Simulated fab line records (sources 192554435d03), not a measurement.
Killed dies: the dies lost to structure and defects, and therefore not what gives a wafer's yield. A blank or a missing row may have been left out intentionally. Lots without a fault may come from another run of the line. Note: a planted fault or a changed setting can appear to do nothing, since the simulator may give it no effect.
Split-lot study + flow n5-finfet + 21 wafers read across 7 lots, on a route 1938 steps long

== THE SPLIT ITSELF ==
At N5_HKMG_FIN_ETCH_31 (etches SiARC in CF4, target depth 45.5 nm, time 75.8 s), the setting bias-w was moved away from the recipe's 36 W on 7 of the 21 wafers read, by -12.4% to +7.7%. This setting was run at the recipe's value on the other wafers.

The reading comes from the split's own step.

== THE READING ==
rf-vpp-V, in V, at N5_HKMG_FIN_ETCH_31 (etches SiARC in CF4, target depth 45.5 nm, time 75.8 s). A value of 183.9 V with a standard deviation of 1.3 V is what fault-free wafers of this fab line usually give.

| wafer  | tool, chamber at the split | bias-w as run, W | against the recipe | rf-vpp-V, V | against lot-mates on the recipe |
|--------|----------------------------|------------------|--------------------|-------------|---------------------------------|
| L082.1 | rie-diel-06, 0             | 31.53            | -12.4%             | 167.2       | -15.8                           |
| L082.2 | rie-diel-06, 3             | 36               | recipe             | 183.0       | -                               |
| L082.3 | rie-diel-06, 1             | 31.53            | -12.4%             | 166.6       | -16.4                           |
| L083.4 | rie-diel-06, 3             | 36               | recipe             | 184.5       | -                               |
| L083.5 | rie-diel-06, 0             | 36               | recipe             | 182.7       | -                               |
| L083.6 | rie-diel-06, 3             | 36               | recipe             | 184.8       | -                               |
| L087.2 | rie-diel-01, 2             | 36               | recipe             | 183.6       | -                               |
| L087.5 | rie-diel-01, 0             | 36               | recipe             | 185.7       | -                               |
| L087.6 | rie-diel-01, 1             | 36               | recipe             | 183.4       | -                               |
| L088.2 | rie-diel-06, 3             | 38.28            | +6.3%              | 191.9       | +9.3                            |
| L088.5 | rie-diel-06, 0             | 36               | recipe             | 182.6       | -                               |
| L088.6 | rie-diel-06, 3             | 38.28            | +6.3%              | 191.3       | +8.7                            |
| L089.1 | rie-diel-04, 0             | 36               | recipe             | 181.5       | -                               |
| L089.5 | rie-diel-04, 1             | 38.77            | +7.7%              | 193.2       | +10.8                           |
| L089.6 | rie-diel-04, 0             | 36               | recipe             | 183.4       | -                               |
| L093.1 | rie-diel-04, 1             | 36               | recipe             | 185.4       | -                               |
| L093.3 | rie-diel-04, 3             | 36               | recipe             | 182.7       | -                               |
| L093.5 | rie-diel-04, 2             | 36               | recipe             | 185.0       | -                               |
| L094.1 | rie-diel-06, 2             | 32.63            | -9.4%              | 172.7       | -11.3                           |
| L094.4 | rie-diel-06, 3             | 36               | recipe             | 184.0       | -                               |
| L094.5 | rie-diel-06, 0             | 32.63            | -9.4%              | 171.6       | -12.4                           |

THE FIT
A straight line over all 21 wafers: rf-vpp-V changes by +1.29 V for each +1% of bias-w; r = +0.99; the points scatter about the line by 1.1 V.
The same after taking each lot's own level away (the mean of its wafers on the recipe; 21 wafers): +1.32 V for each +1%; r = +0.99; scatter 0.86 V.
That fit puts the effect of the largest move of bias-w on the reading at 16 V.
The lots' own levels span 182.45 to 184.37 V, that is 1.5 times the standard deviation above.
Hence the lot-to-lot level has little effect on the slope; both slopes agree.
Check: with one of the wafers moved furthest among these (-12.4%) left out of the fit, the line predicts -16.4 V for it against its lot-mates. It came out at -15.8 V against them.
Tool readings at the split's step, against how far the setting was moved: rf-vpp-V r = +0.99.

== OTHER SPLITS ON THESE WAFERS ==
Before the reading, these wafers also passed through other splits. Each is held against what the fit with the lots' levels taken away leaves over:
| other split on the same wafers        | wafers away from the commonest value | r with rf-vpp-V (lot level and that fit taken away) |
|---------------------------------------|--------------------------------------|-----------------------------------------------------|
| N5_SD_EPI_N_DEVELOP_08 develop-time-s | 8                                    | +0.20                                               |
| N5_SDB_COAT_03 spin-rpm               | 9                                    | -0.08                                               |
| N5_HKMG_FIN_DESCUM_53 time-s          | 3                                    | -0.24                                               |
| N5_HKMG_FIN_ETCH_55 time-s            | 6                                    | +0.09                                               |

== THE FILE'S OWN FIT ==
rf-vpp-V changes by +1.32 V for each +1% of bias-w, r = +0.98.
